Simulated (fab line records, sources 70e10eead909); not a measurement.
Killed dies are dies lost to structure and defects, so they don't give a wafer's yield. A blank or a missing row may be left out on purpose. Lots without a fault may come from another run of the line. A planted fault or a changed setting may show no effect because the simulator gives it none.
fab line records | flow nand_harc
record lots=6 wafers=18 last_day=25
route steps=1159 shown A_M0@1004 A_M1@1026 END@1159
lots that met no fault: from a run of the same line without faults
start_h: hours from the record's first day to the start of the lot's first wafer shown | wait_h: hours since the lot's step before | " the same as in the row above | L1.1+2: a row that stands for several wafers | - no value, or no start given | * or withheld: withheld | < > ~ a bound
route shown NAME@n: a module of which the file shows steps, and the number in the route of the first | usual: mean/standard deviation of fault-free wafers | same: alike in all rows | chamber/n: place in a boat | sites: the reading at each site | _std_site: their standard deviation | _edge_site: outer sites' mean less inner sites' | radius_mm: how far each site lies from the wafer's centre | mask NAME#n: copy n | behind: the tool/chamber that last shaped the wafer | hold: why the lot was held/for how many hours/how that ended | device: the transistor (n, p or np) that didn't switch | end of line: the same wafers' tests at the end of the route | a step without rows: its recipe alone | killed: dies lost to structure and defects at the first sort, not the wafer's yield | map: a wafer's dies, x killed, . not, _ none there
set.NAME: the setting as run; set.NAME@STEP: as run at that earlier step | model.NAME: the simulator's own value behind a step, which no gauge read
lots at some steps of the route; a table a step, a row a wafer
services: from which hour (start_h, from the record's first day; less than 0 if before it) a tool's chamber was out of use, for how many hours, and why
## steps
# step NHARC_A_M0_CD_MEAS_09
# recipe target_cd_nm=80 landing_energy_ev=500
# usual cd_nm=79.8/0.52
# same landing_energy_ev=500
# columns lot.wafer tool chamber start_h wait_h cd_nm
L994.3 cd_sem-03 0 405.63 - 80.6
L994.4 " 0 " " 79.0
L994.6 " 0 " " 79.9
L998.1 cd_sem-02 0 432.81 - 80.2
L998.2 " 0 " " 79.9
L998.6 " 0 " " 80.3
L102.1 cd_sem-01 0 466.89 - 80.6
L102.3 " 0 " " 80.5
L102.6 " 0 " " 80.0
L103.2 cd_sem-01 0 472.96 - 80.7
L103.3 " 0 " " 80.1
L103.5 " 0 " " 79.6
L112.2 cd_sem-01 0 521.74 - 79.5
L112.3 " 0 " " 79.8
L112.6 " 0 " " 79.7
L115.3 cd_sem-01 0 541.62 - 80.5
L115.5 " 0 " " 80.5
L115.6 " 0 " " 80.3
# step NHARC_A_M0_OVL_MEAS_10
# recipe pitch_nm=160
# usual overlay_x_nm=0.0/0.63 overlay_y_nm=-0.1/0.71
# columns lot.wafer tool chamber start_h wait_h overlay_x_nm overlay_y_nm
L994.3 overlay-01 - 405.72 - -0.1 -0.3
L994.4 " - " " 0.0 -0.5
L994.6 " - " " -0.3 -1.1
L998.1 overlay-02 - 432.90 - -0.4 0.2
L998.2 " - " " 0.0 -0.2
L998.6 " - " " -0.1 0.1
L102.1 overlay-02 - 466.98 - 1.7 -0.6
L102.3 " - " " 2.0 -0.9
L102.6 " - " " 1.7 -0.4
L103.2 overlay-01 - 473.06 - -0.7 0.0
L103.3 " - " " 0.0 0.4
L103.5 " - " " -0.6 -0.2
L112.2 overlay-01 - 521.82 - -0.8 -0.2
L112.3 " - " " -0.2 -0.5
L112.6 " - " " 0.4 -0.5
L115.3 overlay-02 - 541.71 - 0.4 -0.5
L115.5 " - " " 0.8 -1.2
L115.6 " - " " 0.1 -0.9
# step NHARC_A_M0_INSPECT_11
# usual raw_defect_count=32/15
# columns lot.wafer tool chamber start_h wait_h raw_defect_count
L994.3 defect_inspect-02 - 405.76 0.0 28
L994.4 " - " " 23
L994.6 " - " " 27
L998.1 defect_inspect-02 - 432.94 0.0 36
L998.2 " - " " 31
L998.6 " - " " 26
L102.1 defect_inspect-02 - 467.01 0.0 19
L102.3 " - " " 23
L102.6 " - " " 27
L103.2 defect_inspect-02 - 473.10 0.0 33
L103.3 " - " " 29
L103.5 " - " " 35
L112.2 defect_inspect-01 - 521.86 0.0 14
L112.3 " - " " 17
L112.6 " - " " 17
L115.3 defect_inspect-01 - 541.74 0.0 17
L115.5 " - " " 29
L115.6 " - " " 14
# step NHARC_A_M0_DESCUM_14
# recipe time_s=3 o2_flow_sccm=200 ar_flow_sccm=0 bias_power_w=0 chemistry=O2
# step NHARC_A_M0_ETCH_34
# recipe target_depth_a=400 overetch_a=120 time_s=43.94 ion_energy_ev=200 n2_flow_sccm=150 h2_flow_sccm=150 ar_flow_sccm=0 rf_w=400 bias_w=150 chemistry=N2/H2
# usual drypump_motor_current_A=5.5/0.51 h2_flow_sccm=150.1/0.44 mfc_ar_sccm=0.012/0.014 oes_product_au=0.997/0.0063 rf_vpp_V=431.0/1.7 showerhead_plenum_p_Torr=2.05/0.059 throttle_valve_pct=14.172/0.0094
# same time_s=43.94
# columns lot.wafer tool chamber start_h wait_h drypump_motor_current_A h2_flow_sccm mfc_ar_sccm oes_product_au rf_hours_counter_h rf_vpp_V showerhead_plenum_p_Torr throttle_valve_pct
L994.3 rie_diel-09 3 405.91 0.1 5.5 150.4 0 1.004 10 428.2 2.01 14.169
L994.4 " 1 " " 5.2 150.3 0.035 0.998 9 431.0 2.04 14.173
L994.6 " 3 " " 5.4 150.2 0 1.003 - 429.0 2.01 14.154
L998.1 rie_diel-07 2 433.08 0.1 5.4 150.8 0.009 0.989 2 431.4 2.03 14.170
L998.2 " 0 " " 5.5 150.5 0.013 0.995 2 429.2 1.98 14.184
L998.6 " 3 " " 4.9 149.8 0 0.990 - 434.0 2.13 14.162
L102.1 rie_diel-09 0 467.16 0.1 5.7 149.8 0.021 0.997 2 432.3 2.13 14.168
L102.3 " 1 " " 5.2 149.8 0.035 1.000 1 431.3 2.04 14.164
L102.6 " 0 " " 5.7 149.9 0.021 0.991 - 434.0 2.13 14.194
L103.2 rie_diel-09 3 473.25 0.1 5.5 149.2 0 0.996 2 429.4 2.01 14.189
L103.3 " 0 " " 5.7 150.4 0.021 0.997 2 433.0 2.13 14.177
L103.5 " 1 " " 5.2 150.5 0.035 0.992 - 430.9 2.04 14.175
L112.2 rie_diel-09 2 522.02 0.1 5.9 149.9 0 1.007 6 428.2 1.98 14.175
L112.3 " 3 " " 5.5 149.6 0 0.999 6 428.7 2.01 14.181
L112.6 " 0 " " 5.7 150.6 0.021 0.999 - 434.0 2.13 14.162
L115.3 rie_diel-07 1 541.89 0.1 5.6 149.6 0 1.008 8 433.3 2.14 14.171
L115.6 " 0 " " 5.5 149.8 0.013 0.995 - 430.8 1.97 14.171
L115.5 " 1 " " 5.6 149.8 0 1.011 - 433.7 2.14 14.164
# step NHARC_A_M0_ETCH_15
# recipe target_depth_a=1500 overetch_a=150 time_s=82.5 c4f8_flow_sccm=withheld ar_flow_sccm=400 rf_w=600 bias_w=300 chemistry=C4F8/Ar
# step NHARC_A_M0_CD_MEAS_16
# usual cd_nm=79.9/0.63
# columns lot.wafer tool chamber start_h wait_h cd_nm
L994.3 cd_sem-01 - 406.12 - 80.6
L994.4 " - " " 78.8
L994.6 " - " " 79.4
L998.1 cd_sem-03 - 433.29 - 80.7
L998.2 " - " " 80.1
L998.6 " - " " 80.3
L102.1 cd_sem-01 - 467.37 - 80.9
L102.3 " - " " 80.4
L102.6 " - " " 80.1
L103.2 cd_sem-01 - 473.46 - 80.4
L103.3 " - " " 79.9
L103.5 " - " " 80.0
L112.2 cd_sem-02 - 522.22 - 80.0
L112.3 " - " " 80.3
L112.6 " - " " 79.8
L115.3 cd_sem-02 - 542.11 - 80.6
L115.5 " - " " 80.3
L115.6 " - " " 80.1
# step NHARC_A_M0_STRIP_18
# recipe power_w=1000 n2_flow_sccm=150 h2_flow_sccm=150 ar_flow_sccm=0 bias_w=0 chemistry=N2/H2
# usual drypump_motor_current_A=5.5/0.43 h2_flow_sccm=150.0/0.43 mfc_ar_sccm=0.010/0.013 oes_product_au=0.998/0.0064 rf_vpp_V=90.7/0.96 showerhead_plenum_p_Torr=2.06/0.062 throttle_valve_pct=14.170/0.0084
# columns lot.wafer tool chamber start_h wait_h drypump_motor_current_A h2_flow_sccm mfc_ar_sccm oes_product_au rf_hours_counter_h rf_vpp_V showerhead_plenum_p_Torr throttle_valve_pct
L994.3 rie_diel-09 0 406.19 0.1 5.7 150.7 0.021 0.997 9 90.5 2.13 14.165
L994.4 " 2 " " 5.8 149.6 0 0.999 10 90.1 1.99 14.170
L994.6 " 0 " " 5.7 150.1 0.021 1.001 - 92.5 2.13 14.176
L998.1 rie_diel-06 3 433.41 0.1 6.7 149.7 0.000 1.005 1 91.5 2.13 14.172
L998.2 " 2 " " 4.8 150.2 0.021 1.009 1 90.3 2.11 14.168
L998.6 " 0 " " 6.3 150.0 0.040 1.004 - 89.6 2.02 14.176
L102.1 rie_diel-09 2 467.45 0.1 5.9 150.1 0 0.997 1 90.7 1.99 14.164
L102.3 " 0 " " 5.7 150.9 0.021 0.992 2 92.4 2.13 14.176
L102.6 " 3 " " 5.5 149.7 0 1.011 - 91.4 2.01 14.163
L103.2 rie_diel-07 1 473.55 0.1 5.6 150.2 0 0.999 2 92.1 2.14 14.174
L103.3 " 3 " " 4.9 150.1 0 0.989 6 91.5 2.13 14.165
L103.5 " 0 " " 5.5 150.0 0.013 0.997 - 90.6 1.98 14.176
L112.2 rie_diel-06 1 522.29 0.1 4.9 150.3 0 0.999 6 91.2 2.02 14.162
L112.3 " 2 " " 4.7 149.2 0.021 1.003 7 91.7 2.11 14.170
L112.6 " 2 " " 4.7 149.3 0.021 0.996 - 91.1 2.11 14.169
L115.3 rie_diel-09 3 542.23 0.1 5.5 150.2 0 1.003 7 89.8 2.00 14.174
L115.6 " 1 " " 5.3 149.7 0.035 0.996 - 89.2 2.04 14.157
L115.5 " 2 " " 5.9 149.8 0 0.998 - 88.9 1.98 14.166
# step NHARC_A_M0_STRIP_19
# recipe time_s=600 temp_c=30 chemistry=post_etch_residue_remover
# step NHARC_A_M0_DEGAS_28
# recipe temp_c=250 time_s=60
# step NHARC_A_M0_PRE_CLEAN_29
# recipe time_s=30 temp_c=280 gas=H2/He
# usual heater_power_w=422/44
# same time_s=30
# columns lot.wafer tool chamber start_h wait_h heater_power_w
L994.3 pvd_sputter-01 - - - 339
L994.4 " - " " 474
L994.6 " - " " 336
L998.1 pvd_sputter-03 - - - 439
L998.2 " - " " 355
L998.6 " - " " 430
L102.1 pvd_sputter-01 - - - 420
L102.3 " - " " 334
L102.6 " - " " 469
L103.2 pvd_sputter-01 - - - 467
L103.3 " - " " 421
L103.5 " - " " 340
L112.2 pvd_sputter-03 - - - 364
L112.3 " - " " 412
L112.6 " - " " 419
L115.3 pvd_sputter-02 - - - 416
L115.6 " - " " 406
L115.5 " - " " 452
# step NHARC_A_M0_PVD_20
# recipe target_thk_a=50 bias_v=168.6 power_w=15000 chamber_pressure_pa=0.12 time_s=8.06 substrate_temp_c=50 material=TaN
# usual throttle_valve_pct=29.6/0.52
# same time_s=8.06
# columns lot.wafer tool chamber start_h wait_h throttle_valve_pct
L994.4 pvd_sputter-01 - - - 29.6
L994.3 " - " " 29.7
L994.6 " - " " 29.9
L998.2 pvd_sputter-03 - - - 28.6
L998.1 " - " " 28.5
L998.6 " - " " 30.2
L102.3 pvd_sputter-01 - - - 30.2
L102.1 " - " " 29.2
L102.6 " - " " 30.1
L103.3 pvd_sputter-01 - - - 29.7
L103.2 " - " " 29.4
L103.5 " - " " 30.0
L112.2 pvd_sputter-03 - - - 29.0
L112.3 " - " " 31.1
L112.6 " - " " 28.8
L115.3 pvd_sputter-02 - - - 29.9
L115.5 " - " " 28.8
L115.6 " - " " 28.8
# step NHARC_A_M0_PVD_21
# recipe target_thk_a=300 chamber_pressure_pa=5 power_w=5000 substrate_temp_c=30 time_s=20.49 material=Cu
# usual throttle_valve_pct=29.5/0.52
# same time_s=20.49
# columns lot.wafer tool chamber start_h wait_h throttle_valve_pct
L994.4 pvd_sputter-01 - 406.95 - 29.7
L994.3 " - " " 29.9
L994.6 " - " " 29.9
L998.1 pvd_sputter-03 - 434.20 - 28.9
L998.2 " - " " 29.1
L998.6 " - " " 28.5
L102.1 pvd_sputter-01 - 468.22 - 30.0
L102.3 " - " " 29.7
L102.6 " - " " 29.8
L103.3 pvd_sputter-01 - 474.31 - 29.5
L103.2 " - " " 29.5
L103.5 " - " " 29.5
L112.2 pvd_sputter-03 - 523.08 - 28.6
L112.3 " - " " 31.1
L112.6 " - " " 29.1
L115.3 pvd_sputter-02 - 542.98 - 29.7
L115.5 " - " " 29.1
L115.6 " - " " 28.7
# step NHARC_A_M0_ECD_22
# recipe target_thk_a=4000 bath_temp_c=25 material=Cu
# step NHARC_A_M0_ANNEAL_30
# recipe temp_c=225 time_s=90
# step NHARC_A_M0_CMP_23
# recipe t_overpolish_s=20 target_thk_nm=113.75
# step NHARC_A_M0_SRD_25
# step NHARC_A_M0_PRE_CLEAN_31
# recipe time_s=12 temp_c=370 rf_power_w=300 gas=NH3
# step NHARC_A_M0_DEP_32
# recipe target_thk_a=300 temp_c=370 target_thk_nm=30 pressure_torr=3 flow_sccm=200 rf_w=450 material=SiCN
# step NHARC_A_M1_DEP_00
# recipe target_thk_a=1825 target_thk_nm=182.5 temp_c=withheld pressure_torr=5 flow_sccm=200 rf_w=600 material=SiOC
# step NHARC_A_M1_DEHYDRATE_01
# recipe temp_c=150 time_s=120
# step NHARC_A_M1_HMDS_02
# recipe time_s=30
# step NHARC_A_M1_COAT_34
# recipe temp_c=200 time_s=65
# step NHARC_A_M1_COAT_03
# recipe spin_rpm=1500 resist_thk_nm=90
# step NHARC_A_M1_SOFTBAKE_04
# recipe temp_c=105 time_s=55
# step NHARC_A_M1_EBR_05
# step NHARC_A_M1_EXPOSE_06
# recipe na=1.35 target_cd_nm=120 dose_mj=75.13 mask_id=A_M1
# step NHARC_A_M1_PEB_07
# recipe peb_temp_c=100 peb_time_s=65
# step NHARC_A_M1_DEVELOP_08
# recipe develop_time_s=35 dev_temp_c=23
# step NHARC_A_M1_CD_MEAS_09
# recipe target_cd_nm=120 landing_energy_ev=500
# usual cd_nm=120.2/0.56
# same landing_energy_ev=500
# columns lot.wafer tool chamber start_h wait_h cd_nm
L994.3 cd_sem-02 0 409.68 - 120.6
L994.4 " 0 " " 120.2
L994.6 " 0 " " 120.3
L998.1 cd_sem-02 0 436.83 - 119.6
L998.2 " 0 " " 120.4
L998.6 " 0 " " 119.1
L102.1 cd_sem-01 0 470.97 - 120.6
L102.3 " 0 " " 120.8
L102.6 " 0 " " 121.0
L103.2 cd_sem-01 0 476.96 - 120.2
L103.3 " 0 " " 120.1
L103.5 " 0 " " 119.9
L112.2 cd_sem-01 0 525.80 - 120.0
L112.3 " 0 " " 119.9
L112.6 " 0 " " 119.7
L115.3 cd_sem-03 0 545.72 - 121.1
L115.5 " 0 " " 120.4
L115.6 " 0 " " 120.1
# step NHARC_A_M1_OVL_MEAS_10
# recipe pitch_nm=240
# usual overlay_x_nm=-0.1/0.77 overlay_y_nm=0.0/0.72
# columns lot.wafer tool chamber start_h wait_h overlay_x_nm overlay_y_nm
L994.3 overlay-01 - 409.77 - 0.1 1.2
L994.4 " - " " 0.3 0.6
L994.6 " - " " 0.6 0.7
L998.1 overlay-02 - 436.92 - 0.0 0.0
L998.2 " - " " 0.0 0.3
L998.6 " - " " -0.3 0.2
L102.1 overlay-02 - 471.06 - 0.3 0.6
L102.3 " - " " 1.0 0.2
L102.6 " - " " 0.9 0.7
L103.2 overlay-01 - 477.05 - -0.4 0.1
L103.3 " - " " -0.8 0.2
L103.5 " - " " -0.5 0.4
L112.2 overlay-02 - 525.89 - 0.2 0.7
L112.3 " - " " 0.8 0.1
L112.6 " - " " 0.3 0.3
L115.3 overlay-01 - 545.81 - -0.7 -0.8
L115.5 " - " " -0.4 -0.6
L115.6 " - " " -0.3 -0.3
# step NHARC_A_M1_DESCUM_14
# recipe time_s=3 o2_flow_sccm=200 ar_flow_sccm=0 bias_power_w=0 chemistry=O2
# usual drypump_motor_current_A=5.43/0.27 mfc_ar_sccm=0.012/0.012 oes_product_au=0.997/0.0081 rf_vpp_V=57.6/0.84 showerhead_plenum_p_Torr=1.87/0.076 throttle_valve_pct=11.310/0.0097
# same time_s=3
# columns lot.wafer tool chamber start_h wait_h drypump_motor_current_A mfc_ar_sccm oes_product_au rf_hours_counter_h rf_vpp_V showerhead_plenum_p_Torr throttle_valve_pct
L994.3 rie_diel-03 3 409.86 0.1 5.44 0.026 0.991 0 57.5 1.98 11.311
L994.4 " 2 " " 5.37 0.006 1.011 0 56.2 1.78 11.314
L994.6 " 3 " " 5.44 0.026 0.992 - 57.5 1.98 11.302
L998.2 rie_diel-03 2 437.02 0.1 5.34 0.006 0.998 1 55.6 1.78 11.288
L998.1 " 3 " " 5.48 0.026 0.996 2 58.6 1.98 11.282
L998.6 " 2 " " 5.33 0.006 1.004 - 58.0 1.78 11.312
L102.1 rie_diel-01 0 471.16 0.1 5.59 0 0.997 10 56.0 1.95 11.301
L102.3 " 3 " " 5.93 0 0.990 9 57.7 1.94 11.299
L102.6 " 1 " " 5.41 0 0.992 - 57.8 1.85 11.321
L103.2 rie_diel-03 2 477.16 0.1 5.34 0.006 0.997 4 57.4 1.78 11.299
L103.3 " 0 " " 5.01 0.032 0.984 4 57.9 1.87 11.309
L103.5 " 1 " " 5.71 0.022 0.996 - 57.6 1.78 11.312
L112.3 rie_diel-13 0 525.98 0.1 5.64 0 0.997 1 57.4 1.86 11.311
L112.2 " 2 " " 5.18 0.007 0.992 2 57.7 1.81 11.318
L112.6 " 0 " " 5.65 0 1.005 - 57.1 1.86 11.313
L115.3 rie_diel-13 0 545.93 0.1 5.67 0 0.999 2 56.8 1.86 11.323
L115.6 " 1 " " 5.43 0 1.002 - 58.3 1.93 11.308
L115.5 " 2 " " 5.17 0.007 0.996 - 56.6 1.81 11.309
# step NHARC_A_M1_ETCH_35
# recipe target_depth_a=400 overetch_a=120 time_s=43.94 ion_energy_ev=200 n2_flow_sccm=150 h2_flow_sccm=150 ar_flow_sccm=0 rf_w=400 bias_w=150 chemistry=N2/H2
# step NHARC_A_M1_ETCH_15
# recipe target_depth_a=1825 time_s=91.2 c4f8_flow_sccm=withheld ar_flow_sccm=400 rf_w=600 bias_w=300 chemistry=C4F8/Ar
# step NHARC_A_M1_CD_MEAS_16
# usual cd_nm=120.2/0.7
# columns lot.wafer tool chamber start_h wait_h cd_nm
L994.3 cd_sem-03 - 410.17 - 120.5
L994.4 " - " " 119.9
L994.6 " - " " 119.4
L998.1 cd_sem-01 - 437.32 - 118.7
L998.2 " - " " 119.9
L998.6 " - " " 119.1
L102.1 cd_sem-01 - 471.46 - 120.9
L102.3 " - " " 120.4
L102.6 " - " " 121.0
L103.2 cd_sem-02 - 477.45 - 119.6
L103.3 " - " " 120.0
L103.5 " - " " 119.2
L112.2 cd_sem-03 - 526.29 - 120.1
L112.3 " - " " 119.9
L112.6 " - " " 119.5
L115.3 cd_sem-03 - 546.21 - 120.9
L115.5 " - " " 121.2
L115.6 " - " " 121.0
# step NHARC_A_M1_STRIP_18
# recipe power_w=1000 n2_flow_sccm=150 h2_flow_sccm=150 ar_flow_sccm=0 bias_w=0 chemistry=N2/H2
# step NHARC_A_M1_ETCH_28
# recipe target_depth_a=300 over_etch_frac=0.3 time_s=72.99 ion_energy_ev=150 cf4_flow_sccm=50 n2_flow_sccm=100 ar_flow_sccm=150 rf_w=300 bias_w=100 chemistry=CF4/N2
# step NHARC_A_M1_STRIP_19
# recipe time_s=600 temp_c=30 chemistry=post_etch_residue_remover
# step NHARC_END_SORT_01
# recipe temp_c=25
# usual killed_at_array=29/11 killed_at_other=0.6/0.89 killed_at_periphery=3.8/2.8 killed_dies=33/12 killed_open=3.5/1.9 killed_short=1.9/1.3
# same gross_dies=677
# columns lot.wafer tool chamber start_h wait_h killed_at_array killed_at_other killed_at_periphery killed_dies killed_open killed_short
L994.3 prober-02 0 448.71 3.1 24 0 2 26 0 1
L994.4 prober-02 0 449.52 3.4 20 0 0 20 3 2
L994.6 prober-02 0 451.15 4.1 24 1 1 26 2 4
L998.1 prober-02 0 481.25 2.5 33 0 3 36 5 2
L998.2 prober-02 0 482.04 2.8 32 1 3 36 3 7
L998.6 prober-02 0 485.24 4.0 20 1 3 24 3 2
L102.1 prober-01 0 506.40 2.6 102 1 4 107 2 1
L102.3 prober-01 0 507.98 3.1 83 1 9 93 3 3
L102.6 prober-01 0 510.35 3.9 85 1 7 93 1 0
L103.2 prober-02 0 513.49 2.8 116 0 3 119 7 3
L103.3 prober-02 0 514.29 3.1 90 0 6 96 7 3
L103.5 prober-02 0 515.88 3.7 96 0 4 100 2 3
L112.2 prober-02 0 571.37 2.9 12 0 2 14 3 0
L112.3 prober-02 0 572.18 3.2 12 0 0 12 0 1
L112.6 prober-02 0 574.59 4.0 17 1 0 18 1 3
L115.3 prober-01 0 587.02 3.1 19 1 4 24 4 4
L115.5 prober-01 0 588.63 3.7 27 0 3 30 1 0
L115.6 prober-01 0 589.43 4.0 15 1 16 32 8 1
# killed by level:class
L994.3 A_SLIT:chamber_film_flake=10 A_CHANNEL_HOLE_D1:chamber_film_flake=5 A_STAIRCASE:chamber_film_flake=3 P_ZERO_WELL:chamber_film_flake=2 A_M1:chamber_film_flake=2 A_CONTACT:geometric_particle:short=1 A_CHANNEL_FILL_D1:chamber_film_flake=1 A_WL_FILL:chamber_film_flake=1
L994.4 A_SLIT:chamber_film_flake=6 A_CONTACT:chamber_film_flake=4 A_ONON_D1:geometric_particle:short=2 A_CHANNEL_HOLE_D1:chamber_film_flake=2 A_CONTACT:geometric_particle:open=1 A_BLC:geometric_particle:open=1 A_M0:geometric_particle:open=1 A_STAIRCASE:chamber_film_flake=1
L994.6 A_SLIT:chamber_film_flake=12 A_CONTACT:chamber_film_flake=3 A_STAIRCASE:chamber_film_flake=2 P_CONTACT:geometric_particle:short=1 A_ONON_D1:geometric_particle:short=1 A_CHANNEL_FILL_D1:geometric_particle:open=1 A_WL_FILL:geometric_particle:short=1 A_CONTACT:geometric_particle:short=1
L998.1 A_CHANNEL_HOLE_D1:chamber_film_flake=18 A_CONTACT:chamber_film_flake=4 A_STAIRCASE:chamber_film_flake=4 A_BLC:geometric_particle:open=2 P_GATE:geometric_particle:open=1 P_M1:geometric_particle:short=1 A_CHANNEL_FILL_D1:geometric_particle:open=1 A_WL_FILL:geometric_particle:short=1
L998.2 A_CHANNEL_HOLE_D1:chamber_film_flake=17 A_STAIRCASE:chamber_film_flake=4 A_CONTACT:chamber_film_flake=2 P_CONTACT:geometric_particle:open=1 P_CONTACT:geometric_particle:short=1 A_SOURCE_PLATE:geometric_particle:short=1 A_CHANNEL_HOLE_D1:geometric_particle:short=1 A_CHANNEL_FILL_D1:geometric_particle:short=1
L998.6 A_CHANNEL_HOLE_D1:chamber_film_flake=14 P_CONTACT:chamber_film_flake=2 A_STAIRCASE:chamber_film_flake=2 P_CONTACT:geometric_particle:open=1 A_CHANNEL_FILL_D1:geometric_particle:short=1 A_SGD_CUT:geometric_particle:open=1 A_M0:geometric_particle:open=1 STARTING-WAFER:geometric_particle:short=1
L102.1 A_M0:unspecified=88 A_CONTACT:chamber_film_flake=5 A_STAIRCASE:chamber_film_flake=3 A_SGD_CUT:chamber_film_flake=3 P_M2:chamber_film_flake=2 P_M1:geometric_particle:open=1 A_WL_FILL:geometric_particle:short=1 A_BLC:geometric_particle:open=1
L102.3 A_M0:unspecified=66 P_M2:chamber_film_flake=8 A_CHANNEL_HOLE_D1:chamber_film_flake=3 A_STAIRCASE:chamber_film_flake=3 A_SGD_CUT:chamber_film_flake=3 A_CONTACT:chamber_film_flake=3 A_WL_FILL:geometric_particle:open=2 P_M0:geometric_particle:open=1
L102.6 A_M0:unspecified=64 A_CONTACT:chamber_film_flake=8 P_M2:chamber_film_flake=5 A_STAIRCASE:chamber_film_flake=5 A_SGD_CUT:chamber_film_flake=4 A_CHANNEL_HOLE_D1:chamber_film_flake=3 P_ZERO_WELL:chamber_film_flake=2 A_CONTACT:geometric_particle:open=1
L103.2 A_M0:unspecified=85 A_SLIT:chamber_film_flake=13 A_CONTACT:geometric_particle:open=3 A_CONTACT:chamber_film_flake=3 A_CHANNEL_HOLE_D1:chamber_film_flake=2 A_STAIRCASE:chamber_film_flake=2 P_M0:geometric_particle:open=1 A_ONON_D1:geometric_particle:short=1
L103.3 A_M0:unspecified=63 A_SLIT:chamber_film_flake=13 A_STAIRCASE:chamber_film_flake=6 P_M0:geometric_particle:short=2 P_GATE:geometric_particle:open=1 P_M0:geometric_particle:open=1 A_ONON_D1:geometric_particle:open=1 A_CHANNEL_FILL_D1:geometric_particle:open=1
L103.5 A_M0:unspecified=68 A_SLIT:chamber_film_flake=9 A_STAIRCASE:chamber_film_flake=7 A_CHANNEL_HOLE_D1:chamber_film_flake=5 A_CONTACT:chamber_film_flake=3 P_M0:geometric_particle:open=2 A_WL_FILL:geometric_particle:short=1 A_BLC:geometric_particle:short=1
L112.2 A_CHANNEL_HOLE_D1:chamber_film_flake=6 A_CONTACT:chamber_film_flake=3 P_M0:geometric_particle:open=2 A_M0:geometric_particle:open=1 A_ZERO_WELL:chamber_film_flake=1 A_SLIT:chamber_film_flake=1
L112.3 A_CHANNEL_HOLE_D1:chamber_film_flake=5 A_ZERO_WELL:chamber_film_flake=3 A_CONTACT:chamber_film_flake=3 A_ONON_D1:geometric_particle:short=1
L112.6 A_CHANNEL_HOLE_D1:chamber_film_flake=8 A_CONTACT:chamber_film_flake=5 A_SOURCE_PLATE:geometric_particle:short=1 A_CHANNEL_FILL_D1:geometric_particle:short=1 A_SGD_CUT:geometric_particle:short=1 A_BLC:geometric_particle:open=1 THIN_TSV:chamber_film_flake=1
L115.3 A_CHANNEL_HOLE_D1:chamber_film_flake=7 A_SOURCE_PLATE:geometric_particle:short=2 A_CONTACT:geometric_particle:open=2 A_CONTACT:chamber_film_flake=2 P_M0:geometric_particle:open=1 A_ONON_D1:geometric_particle:short=1 A_WL_FILL:geometric_particle:short=1 P_ZERO_WELL:chamber_film_flake=1
L115.5 A_CHANNEL_HOLE_D1:chamber_film_flake=15 A_CONTACT:chamber_film_flake=6 A_ZERO_WELL:chamber_film_flake=3 P_ZERO_WELL:chamber_film_flake=2 A_CONTACT:geometric_particle:open=1 P_M0:chamber_film_flake=1 A_CHANNEL_FILL_D1:chamber_film_flake=1 A_STAIRCASE:chamber_film_flake=1
L115.6 P_M0:chamber_film_flake=7 A_CHANNEL_HOLE_D1:chamber_film_flake=5 P_ZERO_WELL:chamber_film_flake=4 A_CONTACT:chamber_film_flake=4 A_ONON_D1:geometric_particle:open=3 P_STI:chamber_film_flake=2 P_CONTACT:geometric_particle:open=1 P_M0:geometric_particle:open=1
# map L102.1 (x killed, . not)
____________.____________
_________......._________
_______x.x....xx.._______
______.x.....x.xxx.______
_____......xxxxxxxx._____
____...x...xxxxxxxx..____
____........xxxxxxx..____
___.......x.xxxxxxxx..___
___........xxxxxxxx...___
__.........xxxxxxxxxx..__
__........xxxxxxxxxx...__
_...........xxxxxxx....._
_..........xxxxxxxx....._
_..........x.xxxxxxx...._
_.............x.xx......_
_..x...................._
.........................
.........................
.........................
.x..x......x.............
.....x...................
_x......................_
_..x...................._
_......................._
_......................._
_......................._
__............x........__
__.....................__
___...........x..x....___
___...................___
____x................____
____.................____
_____..............._____
______.............______
_______..........._______
_________......._________
____________.____________
# map L103.2 (x killed, . not)
____________.____________
_________...x..._________
_______x.........._______
______x............______
_____xxx............_____
____.xxx..........x..____
____xxxxxx...........____
___xxxxxx..x..x.......___
___xxxxxx...........x.___
__xxxxxxxxx............__
__xxxxxxxxx.x..........__
_.xxxxxxxxx............._
_xxxxxxxxx.............._
_xxxxxxxxx.............._
_..xxxxxxxx............._
_..xxxxx................_
..xx.xx..................
x..xxx..................x
.x..xx.....x.............
..x.x....................
xx.x.x.x.................
_......................._
_...........x..........._
_......................._
_......................._
_...............x......._
__.........x...........__
__.....................__
___...................___
___...................___
____.................____
____..x....x.........____
_____..............._____
______.....x.....x.______
_______.........x._______
_________...x..._________
____________.____________
## services
# columns tool chamber start_h hours kind
pvd_sputter-02 - 383.11 0.5 repair
pvd_sputter-01 - 390.12 2.8 repair
rie_diel-09 1 390.52 4.8 repair
pvd_sputter-02 - 392.00 10.0 pm
rie_diel-03 - 392.30 9.0 pm
rie_diel-13 3 396.94 2.5 repair
rie_diel-09 - 397.21 0.3 repair
rie_diel-07 - 405.46 9.0 pm
rie_diel-07 1 417.59 13.4 repair
rie_diel-06 - 418.47 9.0 pm
pvd_sputter-01 - 423.62 5.1 repair
rie_diel-13 1 424.98 12.3 repair
rie_diel-09 - 431.38 9.0 pm
rie_diel-03 0 432.15 1.8 repair
rie_diel-03 - 446.19 0.1 repair
rie_diel-07 1 446.44 3.4 repair
rie_diel-13 - 453.00 9.0 pm
rie_diel-03 - 457.98 0.3 repair
pvd_sputter-03 - 458.00 10.0 pm
rie_diel-07 1 462.03 5.3 repair
pvd_sputter-03 - 468.49 2.1 repair
rie_diel-13 1 496.12 12.2 repair
rie_diel-07 0 502.77 4.1 repair
pvd_sputter-02 - 519.95 13.5 repair
## key
first_sign step=NHARC_END_SORT_01 reading=killed_at_array direction=up sigmas=5.9 usual=29 struck=95
effect step=NHARC_END_SORT_01 reading=killed_dies direction=up sigmas=5.5 usual=33 struck=101
more_kills_born_at NHARC_A_M0_PVD_21@pvd_sputter-01=434
met_at NHARC_A_M0_PVD_21
struck_wafers L102.1,L102.3,L102.6,L103.2,L103.3,L103.5
tester_left_out L102,L103
onset_between 406.95 468.22
also_fits NHARC_A_M0_PRE_CLEAN_29:pvd_sputter-01,NHARC_A_M0_PVD_20:pvd_sputter-01
earlier_fault kind=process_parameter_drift tool=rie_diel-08 chamber=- onset_h=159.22 steps=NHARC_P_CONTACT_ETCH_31 channel=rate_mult offset=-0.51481 shape=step
fault kind=chamber_particle_source tool=pvd_sputter-01 chamber=- onset_h=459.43 steps=NHARC_A_M0_PVD_21 rate_per_visit_cm2=1.0638
# tester_left_out: of these lots the tester's yield and bins aren't shown, on N5 and GAA mostly nor the transistor test; their killed dies are dies lost to structure and defects alone, not to doping, threshold or leakage, so they don't give the yield
